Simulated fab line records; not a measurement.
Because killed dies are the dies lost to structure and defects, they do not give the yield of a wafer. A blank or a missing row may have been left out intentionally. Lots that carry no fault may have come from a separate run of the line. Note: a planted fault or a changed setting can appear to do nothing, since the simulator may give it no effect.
Chamber matching    flow nand_harc    NHARC_P_GATE_DESCUM_48 on rie_diel-13 has 4 sister chambers
The step chemistry O2, time 3 s. 4 wafers are shown with their chamber, then 8 later ones without.

WAFERS WITH THEIR CHAMBER
wafer   chamber  drypump_motor_current_A (A)
L078.4  0        5.9
L083.3  1        5.8
L085.5  2        5.2
L089.2  3        6.0

WAFERS WHOSE CHAMBER IS MISSING
wafer   drypump_motor_current_A (A)
L089.4  5.9
L089.6  5.9
L091.1  6.0
L091.3  5.8
L091.5  5.9
L097.2  6.1
L097.4  5.2
L097.5  5.1

THE CHAMBER EACH PASSED THROUGH
wafer   from the rows above      in truth
L089.4  can't be placed: 0 or 3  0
L089.6  can't be placed: 0 or 3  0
L091.1  can't be placed: 3 or 0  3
L091.3  1                        1
L091.5  can't be placed: 0 or 3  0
L097.2  can't be placed: 3 or 0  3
L097.4  2                        2
L097.5  2                        2
Correct placement for 3 of the 8. Not placeable from these rows: 5 (in 5, the candidates include the true chamber). Placed wrongly: 0.
How it was worked out, from the rows above alone: a wafer's distance from a chamber is the root of the sum, over the readings, of the square of ((its reading less the chamber's mean) divided by the reading's scatter). The wafer belongs to the nearest chamber; if the next one is less than 2 further off, it can't be placed. For every chamber, the mean is computed from those of its wafers that are shown. The scatter: with one shown wafer a chamber, the root of the mean of the squares of how far each hidden wafer lies from its nearest shown one.
